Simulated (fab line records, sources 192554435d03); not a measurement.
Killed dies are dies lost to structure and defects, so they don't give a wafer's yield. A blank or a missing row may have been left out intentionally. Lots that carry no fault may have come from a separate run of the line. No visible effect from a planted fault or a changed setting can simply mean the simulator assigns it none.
Chamber matching || flow n5_finfet || 4 sister chambers for N5_BEOL_M2_ETCH_64 on rie_diel-04
The step etches SOC in N2/H2, target depth 75 nm, overetch 22.5 nm, time 121.9 s. 8 wafers are shown with their chamber, then 10 later ones without.

WAFERS PAIRED WITH THEIR CHAMBERS
{"wafer": "L078.3", "chamber": 3, "showerhead_plenum_p_Torr (Torr)": 2.61, "throttle_valve_pct (%)": 17.98}
{"wafer": "L080.1", "chamber": 1, "showerhead_plenum_p_Torr (Torr)": 2.59, "throttle_valve_pct (%)": 17.63}
{"wafer": "L080.4", "chamber": 2, "showerhead_plenum_p_Torr (Torr)": 2.43, "throttle_valve_pct (%)": 17.86}
{"wafer": "L083.2", "chamber": 0, "showerhead_plenum_p_Torr (Torr)": 2.59, "throttle_valve_pct (%)": 18.40}
{"wafer": "L083.3", "chamber": 2, "showerhead_plenum_p_Torr (Torr)": 2.43, "throttle_valve_pct (%)": 17.84}
{"wafer": "L083.5", "chamber": 0, "showerhead_plenum_p_Torr (Torr)": 2.59, "throttle_valve_pct (%)": 18.38}
{"wafer": "L085.3", "chamber": 1, "showerhead_plenum_p_Torr (Torr)": 2.58, "throttle_valve_pct (%)": 17.65}
{"wafer": "L085.4", "chamber": 3, "showerhead_plenum_p_Torr (Torr)": 2.60, "throttle_valve_pct (%)": 17.59}

WAFERS WITHOUT THEIR CHAMBER
{"wafer": "L085.6", "showerhead_plenum_p_Torr (Torr)": 2.43, "throttle_valve_pct (%)": 17.86}
{"wafer": "L094.1", "showerhead_plenum_p_Torr (Torr)": 2.58, "throttle_valve_pct (%)": 18.00}
{"wafer": "L094.2", "showerhead_plenum_p_Torr (Torr)": 2.57, "throttle_valve_pct (%)": 17.68}
{"wafer": "L094.6", "showerhead_plenum_p_Torr (Torr)": 2.59, "throttle_valve_pct (%)": 17.61}
{"wafer": "L095.1", "showerhead_plenum_p_Torr (Torr)": 2.58, "throttle_valve_pct (%)": 18.03}
{"wafer": "L095.3", "showerhead_plenum_p_Torr (Torr)": 2.59, "throttle_valve_pct (%)": 17.60}
{"wafer": "L095.5", "showerhead_plenum_p_Torr (Torr)": 2.59, "throttle_valve_pct (%)": 17.61}
{"wafer": "L097.2", "showerhead_plenum_p_Torr (Torr)": 2.59, "throttle_valve_pct (%)": 17.61}
{"wafer": "L097.4", "showerhead_plenum_p_Torr (Torr)": 2.57, "throttle_valve_pct (%)": 17.69}
{"wafer": "L097.6", "showerhead_plenum_p_Torr (Torr)": 2.42, "throttle_valve_pct (%)": 17.89}

EACH ONE'S CHAMBER
{"wafer": "L085.6", "from the rows above": 2, "in truth": 2}
{"wafer": "L094.1", "from the rows above": "can't be placed: 1 or 0", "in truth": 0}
{"wafer": "L094.2", "from the rows above": 1, "in truth": 1}
{"wafer": "L094.6", "from the rows above": 1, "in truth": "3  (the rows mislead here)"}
{"wafer": "L095.1", "from the rows above": "can't be placed: 1 or 0", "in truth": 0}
{"wafer": "L095.3", "from the rows above": 1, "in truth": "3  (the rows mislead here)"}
{"wafer": "L095.5", "from the rows above": 1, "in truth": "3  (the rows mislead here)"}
{"wafer": "L097.2", "from the rows above": 1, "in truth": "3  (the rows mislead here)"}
{"wafer": "L097.4", "from the rows above": 1, "in truth": 1}
{"wafer": "L097.6", "from the rows above": 2, "in truth": 2}
4 of 10 placed correctly. Unplaceable from these rows: 2, with the true chamber sitting among the candidates in 2. Placed wrongly: 4.
How it was worked out, from the rows above alone: a wafer's distance from a chamber is the root of the sum, over the readings, of the square of ((its reading less the chamber's mean) divided by the reading's scatter). If the next closest chamber is less than 2 further off than the closest, the wafer can't be placed; otherwise it belongs to the closest. Each chamber's mean is taken over the wafers shown for it. The scatter: the root of (the sum of the squares of (reading less its chamber's mean) over the shown wafers, divided by (wafers less chambers)).
